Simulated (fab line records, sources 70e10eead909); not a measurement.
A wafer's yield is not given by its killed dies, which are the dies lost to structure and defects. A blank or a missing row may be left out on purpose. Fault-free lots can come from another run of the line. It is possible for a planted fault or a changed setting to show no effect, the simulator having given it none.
Matching of chambers ; flow nand-harc ; NHARC_P_ZERO_WELL_DESCUM_26 on rie-diel-06 has 4 sister chambers
The step chemistry O2, time 3 s. 4 wafers are shown with their chamber, then 8 later ones without.

== WAFERS PAIRED WITH THEIR CHAMBERS ==
wafer;chamber;showerhead-plenum-p-Torr (Torr)
L078.5;0;1.90
L087.4;1;1.92
L087.5;2;1.93
L092.1;3;1.86

== WAFERS WHOSE CHAMBER IS MISSING ==
wafer;showerhead-plenum-p-Torr (Torr)
L092.3;1.89
L092.4;1.92
L093.2;1.93
L093.4;1.90
L093.6;1.89
L097.1;1.89
L097.2;1.86
L097.3;1.92

== WHICH CHAMBER EACH ONE RAN IN ==
wafer;from the rows above;in truth
L092.3;0;0
L092.4;can't be placed: 1 or 2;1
L093.2;can't be placed: 2 or 1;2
L093.4;0;0
L093.6;0;0
L097.1;0;0
L097.2;3;3
L097.3;can't be placed: 1 or 2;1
Placed correctly: 5 of 8. From these rows, 3 cannot be placed; in 3 the true chamber is one of the candidates. Placed wrongly: 0.
How it was worked out, from the rows above alone: a wafer's distance from a chamber is the root of the sum, over the readings, of the square of ((its reading less the chamber's mean) divided by the reading's scatter). The wafer belongs to the nearest chamber; if the next one is less than 2 further off, it can't be placed. Each chamber's mean is taken over the wafers shown for it. The scatter: root of mean squared gap, hidden wafer to nearest shown wafer, with one shown wafer a chamber.
